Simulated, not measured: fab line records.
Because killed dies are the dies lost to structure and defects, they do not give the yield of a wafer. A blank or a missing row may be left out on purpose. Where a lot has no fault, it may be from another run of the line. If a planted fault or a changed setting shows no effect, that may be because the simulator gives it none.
A struck lot beside a sound one + flow nandHarc + 13 out of 1302 route steps
Sound: these wafers, L667.4, L667.5, L667.6. Wafers L675.3, L675.4, L675.5 were the ones struck. At the end, the cause is stated.
Each step with rows lists, per side, the tool, then ch with its chambers, then its first start. Under that, the readings that differ: sound wafers + struck wafers + difference of the means + sigmas: that difference in standard deviations of wafers without a fault.
alike: a reading whose means differ by less than 2 such deviations, as well as words and numbers matching on both sides. not compared: withheld readings; readings where some wafer has no value; bounds like >300 that might hide an equal value; numbers whose values overlap and for which the record gives no deviation.
The two part at a step that has a row with sigmas, a row that says differs or no value, or rows on one side only. When numbers do not overlap yet have no deviation, they are printed without sigmas and do not part them. A reading missing from all wafers of one side parts the sides only when that side holds two or more wafers.

NHARC_A_ONON_D1_INSPECT_32:
  struck on defectInspect-02, day 12 05:25; sound on defectInspect-02, day 8 22:40
  alike: rawDefectCount
NHARC_A_CHANNEL_HOLE_D1_DEP_00: deposits aC, target thk 3100 nm.
  sound on aclDep-03 ch 0, day 9 00:05; struck on aclDep-03 ch 0, day 12 06:29
  alike: throttleValvePct
NHARC_A_CHANNEL_HOLE_D1_DEP_01: deposits SiON, target thk 140 nm.
  sound on pecvd-02 ch 0,1,2, day 9 01:10; struck on pecvd-02 ch 0,1, day 12 07:48
  alike: heaterPowerW
then, 8 steps without rows for these wafers: NHARC_A_CHANNEL_HOLE_D1_DEHYDRATE_02 (time 120 s); NHARC_A_CHANNEL_HOLE_D1_HMDS_03 (time 30 s); NHARC_A_CHANNEL_HOLE_D1_COAT_36 (time 75 s); NHARC_A_CHANNEL_HOLE_D1_COAT_37 (time 65 s); NHARC_A_CHANNEL_HOLE_D1_COAT_04 (resist thk 90 nm); NHARC_A_CHANNEL_HOLE_D1_SOFTBAKE_05 (time 55 s); NHARC_A_CHANNEL_HOLE_D1_EBR_06; NHARC_A_CHANNEL_HOLE_D1_EXPOSE_07 (exposes mask HOLE D1, target cd 100 nm).
NHARC_A_CHANNEL_HOLE_D1_PEB_08: peb time 65 s.
  sound on lithoTrack-01 ch 0, day 9 01:36; struck on lithoTrack-06, day 12 08:25
  no value came back on the struck wafers for chillPlateTempC (C), exhaustPa (Pa), plateTempC (C); on the sound wafers chillPlateTempC (C) reads 23.08 23.08 23.10
then, 1 step without rows for these wafers: NHARC_A_CHANNEL_HOLE_D1_DEVELOP_09 (develop time 35 s).

## WHERE THEY PART
Only at NHARC_A_CHANNEL_HOLE_D1_PEB_08, as far as this record shows.

WHY: whatever the simulator had introduced
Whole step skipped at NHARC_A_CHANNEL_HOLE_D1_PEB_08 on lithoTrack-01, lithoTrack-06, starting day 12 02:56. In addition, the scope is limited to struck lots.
